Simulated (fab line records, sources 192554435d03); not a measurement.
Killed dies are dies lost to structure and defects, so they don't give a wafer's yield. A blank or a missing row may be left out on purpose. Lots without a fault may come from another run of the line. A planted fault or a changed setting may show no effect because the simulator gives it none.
Problem report in the 8D (eight disciplines) form, filled by code | flow n5_finfet | the parts of the form that need people (team, actions taken, sign-off) are left out

1. THE PROBLEM
spin_speed_rpm at N5_BEOL_M14_COAT_22 reads a mean of 2288.2 rpm on 6 wafers of 2 lots; wafers without a fault read 2888.2 rpm with a standard deviation of 1.9. That is -99 or more standard deviations from the usual mean.
The step: resist thk 300 nm.
First seen on wafer L275.1, day 15 11:26, on litho_track-03. The record holds 33 wafers of 12 lots with a number at this step. Rule for "out", or "out of limits": more than 4 standard deviations from the usual mean. The other wafers with a number count as sound.

2. WHAT IT IS AND WHAT IT IS NOT
question                    | is                     | is not
which readings at this step | spin_speed_rpm         | chill_plate_temp_C
which lots                  | L275, L276             | L257, L258, L260, L261, L262, L263, L265, L266, L279, L280
which wafers of those lots  | all that have a number | -
read on which tools         | litho_track-03         | litho_track-04, litho_track-05
when                        | from day 15 11:26      | up to then (21 sound wafers); but 6 sound wafers of L279, L280 came after

3. SUSPECTS, AND WHAT RULES EACH OUT
Counting: a tool at a process step up to the reading stays a suspect if it ran every lot that is out and no sound lot after the first of them.
- litho_track-03 at N5_BEOL_M14_COAT_22 (resist thk 300 nm): kept. It ran every lot that is out, first L275 (day 15 11:26), and no sound lot after that; its last sound lot up to then is L263 (day 12 13:43). Its own readings are out on those wafers: spin_speed_rpm.
Left after counting: litho_track-03 at N5_BEOL_M14_COAT_22.

4. THE CAUSE (what the simulator had put in)
Process parameter drift: litho_track-03, from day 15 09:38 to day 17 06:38, at N5_BEOL_M14_COAT_22. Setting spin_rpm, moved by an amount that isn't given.
Counting left only this tool.

5. THE CHAIN OF EFFECTS, in route order
Each row: a reading whose mean over the struck wafers that have a number lies more than 3 standard deviations from the usual. Only readings for which the record gives a usual standard deviation are gone through. hours: the time from each lot's start at the first step in this table that gives one to its start at this step, as a median over the lots. sigmas: the change in usual standard deviations.
hours | step                | reading        | usual      | on struck wafers | change | sigmas
0     | N5_BEOL_M14_COAT_22 | spin_speed_rpm | 2888.2 rpm | 2288.2           | -600.0 | -99 or more
The process steps in it:
- N5_BEOL_M14_COAT_22: resist thk 300 nm.

6. WHAT WOULD HAVE CAUGHT IT SOONER
In this record the first reading out of limits was taken at day 15 11:26, 2 hours after the fault began at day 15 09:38.
